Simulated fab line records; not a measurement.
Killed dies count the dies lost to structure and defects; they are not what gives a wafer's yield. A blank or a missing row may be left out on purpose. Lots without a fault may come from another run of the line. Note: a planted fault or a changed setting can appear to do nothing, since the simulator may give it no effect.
Split-lot experiment / flow n5 finfet / 7 lots, 39 wafers read, on a route of 1938 steps

== ABOUT THE SPLIT ==
At N5_SD_EPI_P_ETCH_16 (etches SiO2 in CHF3/O2, target depth 5 nm), the setting target depth a was moved away from the recipe's 50 angstrom on 9 of the 39 wafers read, by +22.2% to +58.5%. For the rest of the wafers, this setting stayed at what the recipe calls for.

The reading is taken at the split's own step.

== THE READING ==
etch.depth nm (the simulator's own value, which no gauge read), in nm, at N5_SD_EPI_P_ETCH_16 (etches SiO2 in CHF3/O2, target depth 5 nm). The file gives no usual value for it. Across the 30 wafers here that went through the recipe, the average is 4.985 nm and the standard deviation 0.083 nm.

wafer=L076.1; tool, chamber at the split=rie diel-06, 1; target depth a as run, angstrom=50; against the recipe=recipe; etch.depth nm, nm=5.018; against lot-mates on the recipe=-
wafer=L076.2; tool, chamber at the split=rie diel-06, 3; target depth a as run, angstrom=50; against the recipe=recipe; etch.depth nm, nm=5.092; against lot-mates on the recipe=-
wafer=L076.3; tool, chamber at the split=rie diel-06, 0; target depth a as run, angstrom=50; against the recipe=recipe; etch.depth nm, nm=5.042; against lot-mates on the recipe=-
wafer=L076.4; tool, chamber at the split=rie diel-06, 2; target depth a as run, angstrom=50; against the recipe=recipe; etch.depth nm, nm=5.088; against lot-mates on the recipe=-
wafer=L076.5; tool, chamber at the split=rie diel-06, 0; target depth a as run, angstrom=50; against the recipe=recipe; etch.depth nm, nm=5.129; against lot-mates on the recipe=-
wafer=L076.6; tool, chamber at the split=rie diel-06, 1; target depth a as run, angstrom=50; against the recipe=recipe; etch.depth nm, nm=5.009; against lot-mates on the recipe=-
wafer=L078.1; tool, chamber at the split=rie diel-03, 3; target depth a as run, angstrom=50; against the recipe=recipe; etch.depth nm, nm=5.056; against lot-mates on the recipe=-
wafer=L078.2; tool, chamber at the split=rie diel-03, 0; target depth a as run, angstrom=50; against the recipe=recipe; etch.depth nm, nm=5.018; against lot-mates on the recipe=-
wafer=L078.3; tool, chamber at the split=rie diel-03, 1; target depth a as run, angstrom=50; against the recipe=recipe; etch.depth nm, nm=4.965; against lot-mates on the recipe=-
wafer=L078.4; tool, chamber at the split=rie diel-03, 2; target depth a as run, angstrom=50; against the recipe=recipe; etch.depth nm, nm=4.854; against lot-mates on the recipe=-
wafer=L078.5; tool, chamber at the split=rie diel-03, 1; target depth a as run, angstrom=50; against the recipe=recipe; etch.depth nm, nm=4.931; against lot-mates on the recipe=-
wafer=L078.6; tool, chamber at the split=rie diel-03, 0; target depth a as run, angstrom=50; against the recipe=recipe; etch.depth nm, nm=4.989; against lot-mates on the recipe=-
wafer=L081.1; tool, chamber at the split=rie diel-06, 2; target depth a as run, angstrom=79.24; against the recipe=+58.5%; etch.depth nm, nm=7.963; against lot-mates on the recipe=+2.931
wafer=L081.2; tool, chamber at the split=rie diel-06, 0; target depth a as run, angstrom=79.24; against the recipe=+58.5%; etch.depth nm, nm=7.98; against lot-mates on the recipe=+2.948
wafer=L081.3; tool, chamber at the split=rie diel-06, 3; target depth a as run, angstrom=50; against the recipe=recipe; etch.depth nm, nm=5.063; against lot-mates on the recipe=-
wafer=L081.4; tool, chamber at the split=rie diel-06, 1; target depth a as run, angstrom=79.24; against the recipe=+58.5%; etch.depth nm, nm=7.895; against lot-mates on the recipe=+2.863
wafer=L081.5; tool, chamber at the split=rie diel-06, 0; target depth a as run, angstrom=50; against the recipe=recipe; etch.depth nm, nm=5.037; against lot-mates on the recipe=-
wafer=L081.6; tool, chamber at the split=rie diel-06, 1; target depth a as run, angstrom=50; against the recipe=recipe; etch.depth nm, nm=4.995; against lot-mates on the recipe=-
wafer=L084.1; tool, chamber at the split=rie diel-03, 2; target depth a as run, angstrom=50; against the recipe=recipe; etch.depth nm, nm=4.823; against lot-mates on the recipe=-
wafer=L084.2; tool, chamber at the split=rie diel-03, 0; target depth a as run, angstrom=50; against the recipe=recipe; etch.depth nm, nm=4.918; against lot-mates on the recipe=-
wafer=L084.3; tool, chamber at the split=rie diel-03, 3; target depth a as run, angstrom=66.74; against the recipe=+33.5%; etch.depth nm, nm=6.708; against lot-mates on the recipe=+1.847
wafer=L084.4; tool, chamber at the split=rie diel-03, 1; target depth a as run, angstrom=66.74; against the recipe=+33.5%; etch.depth nm, nm=6.474; against lot-mates on the recipe=+1.613
wafer=L084.5; tool, chamber at the split=rie diel-03, 2; target depth a as run, angstrom=66.74; against the recipe=+33.5%; etch.depth nm, nm=6.366; against lot-mates on the recipe=+1.505
wafer=L084.6; tool, chamber at the split=rie diel-03, 1; target depth a as run, angstrom=50; against the recipe=recipe; etch.depth nm, nm=4.843; against lot-mates on the recipe=-
wafer=L089.1; tool, chamber at the split=rie diel-06, 3; target depth a as run, angstrom=61.12; against the recipe=+22.2%; etch.depth nm, nm=6.321; against lot-mates on the recipe=+1.291
wafer=L089.2; tool, chamber at the split=rie diel-06, 2; target depth a as run, angstrom=61.12; against the recipe=+22.2%; etch.depth nm, nm=6.158; against lot-mates on the recipe=+1.128
wafer=L089.3; tool, chamber at the split=rie diel-06, 0; target depth a as run, angstrom=61.12; against the recipe=+22.2%; etch.depth nm, nm=6.196; against lot-mates on the recipe=+1.166
wafer=L089.4; tool, chamber at the split=rie diel-06, 1; target depth a as run, angstrom=50; against the recipe=recipe; etch.depth nm, nm=5.022; against lot-mates on the recipe=-
wafer=L089.5; tool, chamber at the split=rie diel-06, 0; target depth a as run, angstrom=50; against the recipe=recipe; etch.depth nm, nm=5.067; against lot-mates on the recipe=-
wafer=L089.6; tool, chamber at the split=rie diel-06, 1; target depth a as run, angstrom=50; against the recipe=recipe; etch.depth nm, nm=5; against lot-mates on the recipe=-
wafer=L091.1; tool, chamber at the split=rie diel-03, 3; target depth a as run, angstrom=50; against the recipe=recipe; etch.depth nm, nm=5.078; against lot-mates on the recipe=-
wafer=L091.2; tool, chamber at the split=rie diel-03, 0; target depth a as run, angstrom=50; against the recipe=recipe; etch.depth nm, nm=4.946; against lot-mates on the recipe=-
wafer=L091.3; tool, chamber at the split=rie diel-03, 2; target depth a as run, angstrom=50; against the recipe=recipe; etch.depth nm, nm=4.876; against lot-mates on the recipe=-
wafer=L091.4; tool, chamber at the split=rie diel-03, 0; target depth a as run, angstrom=50; against the recipe=recipe; etch.depth nm, nm=4.912; against lot-mates on the recipe=-
wafer=L091.5; tool, chamber at the split=rie diel-03, 3; target depth a as run, angstrom=50; against the recipe=recipe; etch.depth nm, nm=5.066; against lot-mates on the recipe=-
wafer=L091.6; tool, chamber at the split=rie diel-03, 2; target depth a as run, angstrom=50; against the recipe=recipe; etch.depth nm, nm=4.915; against lot-mates on the recipe=-
wafer=L092.1; tool, chamber at the split=rie diel-01, 3; target depth a as run, angstrom=50; against the recipe=recipe; etch.depth nm, nm=5.045; against lot-mates on the recipe=-
wafer=L092.2; tool, chamber at the split=rie diel-01, 2; target depth a as run, angstrom=50; against the recipe=recipe; etch.depth nm, nm=4.885; against lot-mates on the recipe=-
wafer=L092.6; tool, chamber at the split=rie diel-01, 0; target depth a as run, angstrom=50; against the recipe=recipe; etch.depth nm, nm=4.876; against lot-mates on the recipe=-

FIT RESULTS
A straight line over all 39 wafers: etch.depth nm changes by +0.05 nm for each +1% of target depth a; r = +0.99; the points scatter about the line by 0.1 nm.
The same after taking each lot's own level away (the mean of its wafers on the recipe; 39 wafers): +0.05 nm for each +1%; r = +1.00; scatter 0.074 nm.
Per that fit: largest target depth a move, reading shift of 2.9 nm.
Across the lots, their own levels run from 4.8613 to 5.0630 nm, a range of 2.4 times the standard deviation given above.
Consequently the slope shifts little with the lot-to-lot level, the two slopes agreeing.
Check: +2.93 nm against its lot-mates is what the line predicts for one of the wafers moved furthest among these (+58.5%) when that wafer is left out of the fit. It came out at +2.93 nm against them.

== FURTHER SPLITS ON THESE WAFERS ==
Other splits were also applied to these wafers ahead of the reading. Each is held against what the fit with the lots' levels taken away leaves over:
other split on the same wafers=N5_FIN_SAQP_PECVD_06 time s; wafers away from the commonest value=12; r with etch.depth nm (lot level and that fit taken away)=-0.05
other split on the same wafers=N5_SPACER0_ALD_08 target thk a; wafers away from the commonest value=9; r with etch.depth nm (lot level and that fit taken away)=+0.11

== THE FILE'S OWN FIT ==
etch.depth nm changes by +0.0501 nm for each +1% of target depth a, r = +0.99.
